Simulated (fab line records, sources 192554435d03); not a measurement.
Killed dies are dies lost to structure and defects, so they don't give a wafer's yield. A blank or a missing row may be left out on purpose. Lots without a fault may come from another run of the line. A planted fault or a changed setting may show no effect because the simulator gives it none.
Chamber matching | flow n5_finfet | N5_STI_FIN_REVEAL_STRIP_24 on rie_diel-06: 4 sister chambers
The step strips in N2/H2, time 90 s. 14 wafers are shown with their chamber, then 7 later ones without.

WAFERS WITH THEIR CHAMBER
wafer  | chamber | showerhead_plenum_p_Torr (Torr) | drypump_motor_current_A (A) | throttle_valve_pct (%)
L081.2 | 3       | 3.47                            | 5.7                         | 12.32
L081.3 | 2       | 3.45                            | 6.4                         | 12.28
L081.5 | 3       | 3.47                            | 5.7                         | 12.31
L083.4 | 3       | 3.47                            | 5.7                         | 12.35
L083.5 | 2       | 3.44                            | 6.4                         | 12.29
L083.6 | 3       | 3.47                            | 5.7                         | 12.32
L085.1 | 2       | 3.44                            | 6.4                         | 12.30
L085.2 | 1       | 3.45                            | 6.5                         | 12.21
L085.6 | 0       | 3.21                            | 5.3                         | 12.25
L086.2 | 3       | 3.47                            | 5.7                         | 12.34
L086.5 | 2       | 3.44                            | 6.4                         | 12.31
L086.6 | 3       | 3.47                            | 5.7                         | 12.35
L088.1 | 0       | 3.21                            | 5.4                         | 12.27
L088.2 | 2       | 3.44                            | 6.4                         | 12.31

SIGNATURES (means of the wafers above)
reading                  | chamber 0 | chamber 1 | chamber 2 | chamber 3 | scatter within a chamber
showerhead_plenum_p_Torr | 3.2100    | 3.4500    | 3.4420    | 3.4700    | 0.00283
drypump_motor_current_A  | 5.350     | 6.500     | 6.400     | 5.700     | 0.0224
throttle_valve_pct       | 12.2600   | 12.2100   | 12.2980   | 12.3317   | 0.0154
Rule: a wafer's distance from a chamber is the root of the sum, over the readings, of the square of ((its reading less the chamber's mean) divided by the reading's scatter). The wafer belongs to the nearest chamber; if the next one is less than 2 further off, it can't be placed. The scatter: the root of (the sum of the squares of (reading less its chamber's mean) over the shown wafers, divided by (wafers less chambers)).

WAFERS WITHOUT THEIR CHAMBER
wafer  | showerhead_plenum_p_Torr (Torr) | drypump_motor_current_A (A) | throttle_valve_pct (%)
L088.3 | 3.45                            | 6.5                         | 12.22
L091.1 | 3.20                            | 5.4                         | 12.27
L091.2 | 3.46                            | 5.7                         | 11.74
L091.4 | 3.44                            | 6.5                         | 12.25
L092.1 | 3.44                            | 6.4                         | 11.68
L092.3 | 3.20                            | 5.4                         | 12.30
L092.4 | 3.44                            | 6.5                         | 12.26

WHICH CHAMBER EACH WENT THROUGH
wafer  | from the rows above     | in truth
L088.3 | 1                       | 1
L091.1 | 0                       | 0
L091.2 | 3                       | 3
L091.4 | can't be placed: 1 or 2 | 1
L092.1 | 1                       | 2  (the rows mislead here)
L092.3 | 0                       | 0
L092.4 | can't be placed: 1 or 2 | 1
Placed correctly: 4 of 7. Can't be placed from these rows: 2 (the true chamber is among the candidates in 2). Placed wrongly: 1.
